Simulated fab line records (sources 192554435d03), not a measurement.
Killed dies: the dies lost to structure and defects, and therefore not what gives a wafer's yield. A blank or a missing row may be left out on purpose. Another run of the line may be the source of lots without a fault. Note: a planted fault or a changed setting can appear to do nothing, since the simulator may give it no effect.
Matching of chambers -- flow n5 finfet -- N5_SD_EPI_P_SD_RECESS_17 on rie si-04: 4 sister chambers
The step chemistry HBr/Cl2/O2, target depth 39.1 nm, bt time 3 s. 4 wafers are shown with their chamber, then 8 later ones without.

== WAFERS PAIRED WITH THEIR CHAMBERS ==
wafer,chamber,throttle valve pct (%)
L086.1,0,37.50
L088.2,2,36.80
L088.6,1,36.76
L089.1,3,37.03

== WAFERS WHOSE CHAMBER IS MISSING ==
wafer,throttle valve pct (%)
L089.2,36.80
L089.4,37.50
L090.1,37.05
L090.2,37.51
L090.3,36.74
L095.2,36.75
L095.3,37.51
L095.6,36.80

== WHICH CHAMBER EACH ONE RAN IN ==
wafer,from the rows above,in truth
L089.2,2,2
L089.4,0,0
L090.1,3,3
L090.2,0,0
L090.3,1,1
L095.2,1,1
L095.3,0,0
L095.6,2,2
8 of 8 placed correctly. Not placeable from these rows: 0. Number placed wrongly: 0.
How it was worked out, from the rows above alone: a wafer's distance from a chamber is the root of the sum, over the readings, of the square of ((its reading less the chamber's mean) divided by the reading's scatter). The wafer belongs to the nearest chamber; if the next one is less than 2 further off, it can't be placed. Each chamber's mean is taken over the wafers shown for it. The scatter (one wafer shown for each chamber): square how far every hidden wafer sits from the nearest shown wafer, average those squares and take the square root.
